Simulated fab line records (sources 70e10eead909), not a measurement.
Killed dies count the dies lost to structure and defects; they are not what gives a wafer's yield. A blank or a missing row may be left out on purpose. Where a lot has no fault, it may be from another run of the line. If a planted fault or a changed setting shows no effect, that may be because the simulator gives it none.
Chamber matching || flow nandHarc || 4 sister chambers for NHARC_A_CHANNEL_FILL_D1_STRIP_28 on rieDiel-13
The step strips in O2, time 20 s. 14 wafers are shown with their chamber, then 7 later ones without.

## WAFERS WITH THEIR CHAMBER
{"wafer": "L074.1", "chamber": 1, "showerheadPlenumPTorr (Torr)": 3.67, "oesProductAu (a.u.)": 1.014, "throttleValvePct (%)": 17.040}
{"wafer": "L074.4", "chamber": 2, "showerheadPlenumPTorr (Torr)": 3.67, "oesProductAu (a.u.)": 1.000, "throttleValvePct (%)": 17.028}
{"wafer": "L074.5", "chamber": 0, "showerheadPlenumPTorr (Torr)": 3.44, "oesProductAu (a.u.)": 1.016, "throttleValvePct (%)": 17.032}
{"wafer": "L078.1", "chamber": 3, "showerheadPlenumPTorr (Torr)": 3.63, "oesProductAu (a.u.)": 0.985, "throttleValvePct (%)": 17.028}
{"wafer": "L078.3", "chamber": 0, "showerheadPlenumPTorr (Torr)": 3.44, "oesProductAu (a.u.)": 0.994, "throttleValvePct (%)": 17.043}
{"wafer": "L078.5", "chamber": 0, "showerheadPlenumPTorr (Torr)": 3.44, "oesProductAu (a.u.)": 1.008, "throttleValvePct (%)": 17.034}
{"wafer": "L083.1", "chamber": 2, "showerheadPlenumPTorr (Torr)": 3.67, "oesProductAu (a.u.)": 0.999, "throttleValvePct (%)": 17.023}
{"wafer": "L083.4", "chamber": 1, "showerheadPlenumPTorr (Torr)": 3.66, "oesProductAu (a.u.)": 0.996, "throttleValvePct (%)": 17.024}
{"wafer": "L083.6", "chamber": 0, "showerheadPlenumPTorr (Torr)": 3.44, "oesProductAu (a.u.)": 1.005, "throttleValvePct (%)": 17.040}
{"wafer": "L084.2", "chamber": 2, "showerheadPlenumPTorr (Torr)": 3.67, "oesProductAu (a.u.)": 0.993, "throttleValvePct (%)": 17.030}
{"wafer": "L084.3", "chamber": 1, "showerheadPlenumPTorr (Torr)": 3.66, "oesProductAu (a.u.)": 1.006, "throttleValvePct (%)": 17.046}
{"wafer": "L084.6", "chamber": 2, "showerheadPlenumPTorr (Torr)": 3.67, "oesProductAu (a.u.)": 0.986, "throttleValvePct (%)": 17.030}
{"wafer": "L087.2", "chamber": 2, "showerheadPlenumPTorr (Torr)": 3.67, "oesProductAu (a.u.)": 0.996, "throttleValvePct (%)": 17.036}
{"wafer": "L087.4", "chamber": 1, "showerheadPlenumPTorr (Torr)": 3.66, "oesProductAu (a.u.)": 1.012, "throttleValvePct (%)": 17.034}

SIGNATURES (averages over the wafers above)
{"reading": "showerheadPlenumPTorr", "chamber 0": 3.4400, "chamber 1": 3.6625, "chamber 2": 3.6700, "chamber 3": 3.6300, "scatter within a chamber": 0.00274}
{"reading": "oesProductAu", "chamber 0": 1.00575, "chamber 1": 1.00700, "chamber 2": 0.99480, "chamber 3": 0.98500, "scatter within a chamber": 0.00756}
{"reading": "throttleValvePct", "chamber 0": 17.03725, "chamber 1": 17.03600, "chamber 2": 17.02940, "chamber 3": 17.02800, "scatter within a chamber": 0.00656}
Rule: for a wafer and a chamber, the distance is found by dividing, reading by reading, the gap between the wafer's reading and the chamber's mean by the reading's scatter, squaring, summing and taking the root. If the next closest chamber is less than 2 further off than the closest, the wafer can't be placed; otherwise it belongs to the closest. The scatter: the root of (the sum of the squares of (reading less its chamber's mean) over the shown wafers, divided by (wafers less chambers)).

## WAFERS WHOSE CHAMBER IS MISSING
{"wafer": "L087.5", "showerheadPlenumPTorr (Torr)": 3.66, "oesProductAu (a.u.)": 1.014, "throttleValvePct (%)": 17.052}
{"wafer": "L096.1", "showerheadPlenumPTorr (Torr)": 3.43, "oesProductAu (a.u.)": 1.008, "throttleValvePct (%)": 17.041}
{"wafer": "L096.5", "showerheadPlenumPTorr (Torr)": 3.67, "oesProductAu (a.u.)": 0.995, "throttleValvePct (%)": 17.036}
{"wafer": "L096.6", "showerheadPlenumPTorr (Torr)": 3.66, "oesProductAu (a.u.)": 0.987, "throttleValvePct (%)": 17.043}
{"wafer": "L097.1", "showerheadPlenumPTorr (Torr)": 3.66, "oesProductAu (a.u.)": 0.975, "throttleValvePct (%)": 17.041}
{"wafer": "L097.4", "showerheadPlenumPTorr (Torr)": 3.67, "oesProductAu (a.u.)": 0.996, "throttleValvePct (%)": 17.037}
{"wafer": "L097.5", "showerheadPlenumPTorr (Torr)": 3.44, "oesProductAu (a.u.)": 0.999, "throttleValvePct (%)": 17.022}

## THE CHAMBER EACH PASSED THROUGH
{"wafer": "L087.5", "from the rows above": 1, "in truth": 1}
{"wafer": "L096.1", "from the rows above": 0, "in truth": 0}
{"wafer": "L096.5", "from the rows above": 2, "in truth": 2}
{"wafer": "L096.6", "from the rows above": "can't be placed: 1 or 2", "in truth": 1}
{"wafer": "L097.1", "from the rows above": "can't be placed: 1 or 2", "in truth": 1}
{"wafer": "L097.4", "from the rows above": "can't be placed: 2 or 1", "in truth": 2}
{"wafer": "L097.5", "from the rows above": 0, "in truth": 0}
Correct placement for 4 of the 7. Unplaceable from these rows: 3, with the true chamber sitting among the candidates in 3. Placed wrongly: 0.
